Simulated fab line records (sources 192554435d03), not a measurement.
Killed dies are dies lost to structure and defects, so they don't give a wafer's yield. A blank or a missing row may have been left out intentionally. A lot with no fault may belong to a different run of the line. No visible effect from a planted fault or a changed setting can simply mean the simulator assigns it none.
Matching of chambers -- flow n5 finfet -- N5_BEOL_M0_SAQP_ETCH_73 on rie diel-05 has 4 sister chambers
The step etches SiARC in CF4, target depth 19.5 nm, time 32.5 s. 14 wafers are shown with their chamber, then 7 later ones without.

== WAFERS, EACH WITH ITS CHAMBER ==
wafer,chamber,throttle valve pct (%),etch rf on time s (s),rf vpp V (V)
L075.3,2,15.62,33.2,183.1
L075.5,0,15.76,32.5,184.2
L075.6,3,16.09,33.5,184.1
L083.1,1,15.90,32.2,184.5
L083.2,3,16.11,34.0,182.9
L083.5,2,15.65,33.2,183.3
L091.1,3,16.13,33.9,184.6
L091.4,0,15.81,32.9,183.5
L091.5,1,15.94,32.1,184.5
L092.1,0,15.82,32.8,184.5
L092.2,1,15.94,31.6,183.9
L092.3,3,16.14,33.7,182.6
L092.4,3,16.13,33.6,183.0
L092.5,0,15.82,32.5,183.4

SIGNATURES (means of the wafers above)
reading,chamber 0,chamber 1,chamber 2,chamber 3,scatter within a chamber
throttle valve pct,15.8025,15.9267,15.6350,16.1200,0.0236
etch rf on time s,32.675,31.967,33.200,33.740,0.225
rf vpp V,183.900,184.300,183.200,183.440,0.64
Rule: for a wafer and a chamber, the distance is found by dividing, reading by reading, the gap between the wafer's reading and the chamber's mean by the reading's scatter, squaring, summing and taking the root. The wafer belongs to the nearest chamber; if the next one is less than 2 further off, it can't be placed. The scatter: the root of (the sum of the squares of (reading less its chamber's mean) over the shown wafers, divided by (wafers less chambers)).

== WAFERS WITH NO CHAMBER GIVEN ==
wafer,throttle valve pct (%),etch rf on time s (s),rf vpp V (V)
L092.6,15.94,31.6,182.4
L093.1,16.13,33.8,182.1
L093.4,15.18,31.9,183.7
L093.6,15.93,32.0,186.0
L096.1,15.20,31.9,183.9
L096.3,15.94,31.6,181.8
L096.5,15.96,32.0,183.6

== WHICH CHAMBER EACH WENT THROUGH ==
wafer,from the rows above,in truth
L092.6,1,1
L093.1,3,3
L093.4,2,2
L093.6,1,1
L096.1,2,2
L096.3,1,1
L096.5,1,1
Correctly placed: 7 of 7. Left unplaced by these rows: 0. Wrongly placed: 0.
